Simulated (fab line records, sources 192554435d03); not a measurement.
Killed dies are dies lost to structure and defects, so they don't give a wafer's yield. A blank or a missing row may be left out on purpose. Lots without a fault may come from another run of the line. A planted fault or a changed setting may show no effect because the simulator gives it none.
A struck lot beside a sound one | flow n5_finfet | 15 steps out of a route of 1938
Sound: wafers L902.2, L902.4, L902.6. Struck: wafer L910.6. (L910.2, L910.5 of the same lot were not struck and are left out.) The cause comes at the end.
At each step with rows: each side's tool, then ch and its chambers, then its first start. Under that, the readings that differ: sound wafers | struck wafers | difference of the means | sigmas: that difference in standard deviations of wafers without a fault.
alike: readings whose means differ by less than 2 such deviations, and words and numbers that are the same on both sides. not compared: withheld readings, readings that some wafer has no value for, bounds like >300 that may hide the same value, and numbers for which the record gives no deviation and whose values overlap.
The two part at a step that has a row with sigmas, a row that says differs or no value, or rows on one side only. Numbers that don't overlap but have no deviation are shown without sigmas and don't part them. A reading that every wafer of one side lacks parts them only if that side has two wafers or more.

first, 5 steps without rows for these wafers: N5_PASSIVATION_SOFTBAKE_05 (time 90 s); N5_PASSIVATION_EXPOSE_07 (exposes mask TV, defocus 0 nm, target cd 3000 nm); N5_PASSIVATION_PEB_08; N5_PASSIVATION_DEVELOP_09 (develop time 60 s); N5_PASSIVATION_HARDBAKE_11 (time 120 s).
N5_PASSIVATION_CD_MEAS_10: target cd 3000 nm.
  sound on cd_sem-01 ch 0, day 13 07:53; struck on cd_sem-03 ch 0, day 16 08:17
  alike: cd_nm
N5_PASSIVATION_OVL_MEAS_60:
  sound on overlay-01 ch 0, day 13 07:55; struck on overlay-02 ch 0, day 16 08:19
  alike: TV_OVL
N5_PASSIVATION_INSPECT_61: inspects for defects (macro).
  sound on defect_inspect-02, day 13 07:56; struck on defect_inspect-02, day 16 08:20
  alike: raw_defect_count
N5_PASSIVATION_DESCUM_12: chemistry O2, time 7.9 s.
  sound on rie_diel-02 ch 1,2,3, day 13 07:58; struck on rie_diel-02 ch 1, day 16 08:22
  reading               | sound          | struck | difference | sigmas
  oes_product_au (a.u.) | 0.71 0.88 0.84 | 0.99   | +0.18      | +2
  alike: drypump_motor_current_A, rf_vpp_V, showerhead_plenum_p_Torr, throttle_valve_pct
  not compared: rf_hours_counter_h
N5_PASSIVATION_PASS_ETCH_74: etches SiNx in CF4/O2, target depth 220 nm, time 110 s.
  sound on rie_diel-02 ch 1,2,3, day 13 08:02; struck on rie_diel-02 ch 1, day 16 08:26
  alike: drypump_motor_current_A, oes_product_au, rf_vpp_V, showerhead_plenum_p_Torr, throttle_valve_pct
  not compared: rf_hours_counter_h
N5_PASSIVATION_VIA_ETCH_13: etches SiO2 in CHF3/O2, target depth 660 nm, time 330 s.
  sound on rie_diel-02 ch 1,2,3, day 13 08:08; struck on rie_diel-02 ch 1, day 16 08:32
  reading               | sound          | struck | difference | sigmas
  oes_product_au (a.u.) | 0.63 0.80 0.77 | 0.89   | +0.16      | +2
  alike: drypump_motor_current_A, etch_rf_on_time_s, rf_vpp_V, showerhead_plenum_p_Torr, throttle_valve_pct
  not compared: rf_hours_counter_h
N5_PASSIVATION_STRIP_14: strips in O2.
  sound on rie_diel-02 ch 1,2,3, day 13 08:20; struck on rie_diel-02 ch 1, day 16 08:44
  reading               | sound          | struck | difference | sigmas
  oes_product_au (a.u.) | 0.68 0.88 0.85 | 0.98   | +0.18      | +2
  rf_vpp_V (V)          | 4.0 4.3 4.3    | 1.8    | -2.4       | -3
  alike: drypump_motor_current_A, showerhead_plenum_p_Torr, throttle_valve_pct
  not compared: rf_hours_counter_h
N5_PASSIVATION_ETCH_15: etches SiCN in CF4/N2, target depth 75 nm, time 81.2 s.
  sound on rie_diel-02 ch 1,2,3, day 13 08:22; struck on rie_diel-02 ch 1, day 16 08:46
  reading                  | sound             | struck | difference | sigmas
  oes_product_au (a.u.)    | 0.68 0.89 0.84    | 0.98   | +0.18      | +2
  model.etch.depth_nm (nm) | 64.12 67.49 65.56 | 58.04  | -7.68      |
  alike: drypump_motor_current_A, rf_vpp_V, showerhead_plenum_p_Torr, throttle_valve_pct
  not compared: rf_hours_counter_h
then, 1 step without rows for these wafers: N5_PASSIVATION_STRIP_73 (strips in post etch residue remover, time 60 s).
N5_PASSIVATION_PROBE_49:
  sound on prober-02, day 13 16:41; struck on prober-02, day 16 16:44
  reading     | sound     | struck | difference | sigmas
  killed_dies | 96 92 126 | 72     | -33        | -2
  killed_open | 56 65 80  | 43     | -24        | -2
  alike: defect_limited_yield, killed_at_M0_to_M3, killed_at_M4_up, killed_at_contacts, killed_at_front_end, killed_at_other, killed_short, sort_bin_4_leakage, sort_bin_5_function, sort_bin_6_memory, sort_bin_8_speed, sort_n_pass, sort_yield_pct

WHERE THEY PART
First at N5_PASSIVATION_DESCUM_12; last, within this record, at N5_PASSIVATION_PROBE_49.

WHY: what the simulator had put in
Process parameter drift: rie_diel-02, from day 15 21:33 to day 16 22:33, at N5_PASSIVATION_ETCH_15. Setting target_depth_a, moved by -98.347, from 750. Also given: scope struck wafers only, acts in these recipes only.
